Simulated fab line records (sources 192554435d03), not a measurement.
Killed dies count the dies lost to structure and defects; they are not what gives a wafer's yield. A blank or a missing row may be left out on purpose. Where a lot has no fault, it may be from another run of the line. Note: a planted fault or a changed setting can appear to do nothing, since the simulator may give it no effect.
Split-lot study | flow n5Finfet | on a route of 1938 steps: 7 lots, 21 wafers read

THE SPLIT ITSELF
At N5_BEOL_M7_DESCUM_33 (chemistry O2, time 7 s), the setting timeS was moved away from the recipe's 7 s on 9 of the 21 wafers read, by -20.1% to +12.6%. The other wafers ran this setting at the recipe's value.

THE PATH FROM SPLIT TO READING: the file shows 1 step between them
- N5_BEOL_M7_ETCH_72: etches underlayer in N2/H2, target depth 6.5 nm, time 5.2 s

THE READING
CAR-EUV_of_BEOL_M7_COAT_22.thkNm (the simulator's own value, which no gauge read), in nm, at N5_BEOL_M7_ETCH_65 (etches SiARC in CF4, target depth 15.6 nm, time 26 s). The file does not state a usual value for it. Across the 12 wafers here that went through the recipe, the average is 11.2 nm and the standard deviation 0.16 nm.

wafer  | tool, chamber at the split | timeS as run, s | against the recipe | CAR-EUV_of_BEOL_M7_COAT_22.thkNm, nm | against lot-mates on the recipe
L076.2 | rieDiel-04, 0,3            | 7               | recipe             | 11                                   | -
L076.3 | rieDiel-04, 0,3            | 7               | recipe             | 10.8                                 | -
L076.4 | rieDiel-04, 2              | 7               | recipe             | 11.2                                 | -
L081.1 | rieDiel-04, 2              | 7.879           | +12.6%             | 11                                   | -0.4
L081.4 | rieDiel-04, 1              | 7.879           | +12.6%             | 10.6                                 | -0.8
L081.5 | rieDiel-04, 3              | 7               | recipe             | 11.4                                 | -
L083.1 | rieDiel-02, 0              | 5.591           | -20.1%             | 11.8                                 | +0.8
L083.2 | rieDiel-02, 1              | 7               | recipe             | 11                                   | -
L083.5 | rieDiel-02, 2              | 5.591           | -20.1%             | 11.6                                 | +0.6
L091.1 | rieDiel-02, 3,1            | 7               | recipe             | 11.4                                 | -
L091.3 | rieDiel-02, 3,1            | 7               | recipe             | 11.2                                 | -
L091.6 | rieDiel-02, 3              | 7               | recipe             | 11.2                                 | -
L090.4 | rieDiel-06, 0,2            | 6.072           | -13.3%             | 11.6                                 | +0.4
L090.5 | rieDiel-06, 3              | 7               | recipe             | 11.2                                 | -
L090.6 | rieDiel-06, 0,2            | 6.072           | -13.3%             | 11.8                                 | +0.6
L093.1 | rieDiel-02, 3,0            | 7               | recipe             | 11.2                                 | -
L093.3 | rieDiel-02, 3,0            | 7               | recipe             | 11.2                                 | -
L093.6 | rieDiel-02, 2              | 7               | recipe             | 11.2                                 | -
L095.1 | rieDiel-04, 0,2,1          | 5.841           | -16.6%             | 11.8                                 | no lot-mate on the recipe
L095.5 | rieDiel-04, 0,2,1          | 5.841           | -16.6%             | 11.8                                 | no lot-mate on the recipe
L095.6 | rieDiel-04, 0,2,1          | 5.841           | -16.6%             | 11.6                                 | no lot-mate on the recipe
The file does not say which wafer passed through which chamber wherever a row lists several chambers: such a row stands for several wafers.

FIT RESULTS
A straight line over all 21 wafers: CAR-EUV_of_BEOL_M7_COAT_22.thkNm changes by -0.0313 nm for each +1% of timeS; r = -0.89; the points scatter about the line by 0.16 nm.
The same after taking each lot's own level away (the mean of its wafers on the recipe; 18 wafers): -0.0389 nm for each +1%; r = -0.94; scatter 0.13 nm.
That fit puts the effect of the largest move of timeS on the reading at 0.78 nm.
Measured against the standard deviation above, the lots' own levels, which go from 11.00 to 11.40 nm, span 2.5 times it.
Thus the slope moves with the lot-to-lot level: the two fits are different.
Check: +0.744 nm against its lot-mates is what the line predicts for one of the wafers moved furthest among these (-20.1%) when that wafer is left out of the fit. It came out at +0.8 nm against them.

THE OTHER SPLITS THESE WAFERS WENT THROUGH
Other splits were also applied to these wafers ahead of the reading. Each is held against what the fit with the lots' levels taken away leaves over:
other split on the same wafers | wafers away from the commonest value | r with CAR-EUV_of_BEOL_M7_COAT_22.thkNm (lot level and that fit taken away)
N5_BEOL_M6_EXPOSE_08 doseMj    | 4                                    | -0.36
N5_BEOL_M7_ILD_DEP_00 timeS    | 6                                    | +0.33
N5_BEOL_M7_PECVD_70 tempC      | 8                                    | +0.17
N5_BEOL_M7_COAT_71 spinRpm     | 8                                    | +0.48

THE WHOLE CHAIN: every reading that the file lists as answering this split, in the file's order
step                 | what it does                                         | reading                                                                           | change (the file's fit)                | r (the file's)
N5_BEOL_M7_DESCUM_33 | chemistry O2, time 7 s                               | CAR-EUV_of_BEOL_M7_COAT_22.thkNm (the simulator's own value, which no gauge read) | -0.0314 nm for each +1% of the setting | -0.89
N5_BEOL_M7_ETCH_65   | etches SiARC in CF4, target depth 15.6 nm, time 26 s | CAR-EUV_of_BEOL_M7_COAT_22.thkNm (the simulator's own value, which no gauge read) | -0.0383 nm for each +1% of the setting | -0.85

THE FILE'S OWN FIT
CAR-EUV_of_BEOL_M7_COAT_22.thkNm changes by -0.0383 nm for each +1% of timeS, r = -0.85.
